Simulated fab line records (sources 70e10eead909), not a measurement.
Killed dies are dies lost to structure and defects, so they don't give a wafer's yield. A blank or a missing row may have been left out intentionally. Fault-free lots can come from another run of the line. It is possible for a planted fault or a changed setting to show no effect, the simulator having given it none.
Matching of chambers -- flow nand_harc -- rie_diel-09 running NHARC_P_BONDPAD_ACTIVATE_29: 4 sister chambers
The step chemistry N2, time 60 s. 8 wafers are shown with their chamber, then 7 later ones without.

## EACH WAFER AND ITS CHAMBER
wafer,chamber,drypump_motor_current_A (A),oes_product_au (a.u.)
L128.6,3,6.2,0.997
L134.1,3,6.2,1.002
L135.4,0,5.7,1.014
L135.6,2,5.7,0.993
L138.1,0,5.7,1.017
L138.4,1,5.0,0.998
L138.5,1,5.0,1.012
L142.4,2,5.8,0.996

## WAFERS MISSING THEIR CHAMBER
wafer,drypump_motor_current_A (A),oes_product_au (a.u.)
L142.5,5.7,1.004
L142.6,6.3,0.997
L141.5,5.0,0.997
L141.6,5.7,0.998
L151.1,6.3,1.003
L151.2,5.7,0.995
L151.6,5.0,0.991

## WHICH CHAMBER EACH WENT THROUGH
wafer,from the rows above,in truth
L142.5,can't be placed: 0 or 2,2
L142.6,3,3
L141.5,1,1
L141.6,can't be placed: 2 or 0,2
L151.1,3,3
L151.2,2,2
L151.6,1,1
Correctly placed: 5 of 7. From these rows, 2 cannot be placed; in 2 the true chamber is one of the candidates. Wrongly placed: 0.
How it was worked out, from the rows above alone: a wafer's distance from a chamber is the root of the sum, over the readings, of the square of ((its reading less the chamber's mean) divided by the reading's scatter). The wafer belongs to the nearest chamber; if the next one is less than 2 further off, it can't be placed. The mean given for a chamber averages the wafers shown for that chamber. The scatter: the root of (the sum of the squares of (reading less its chamber's mean) over the shown wafers, divided by (wafers less chambers)).
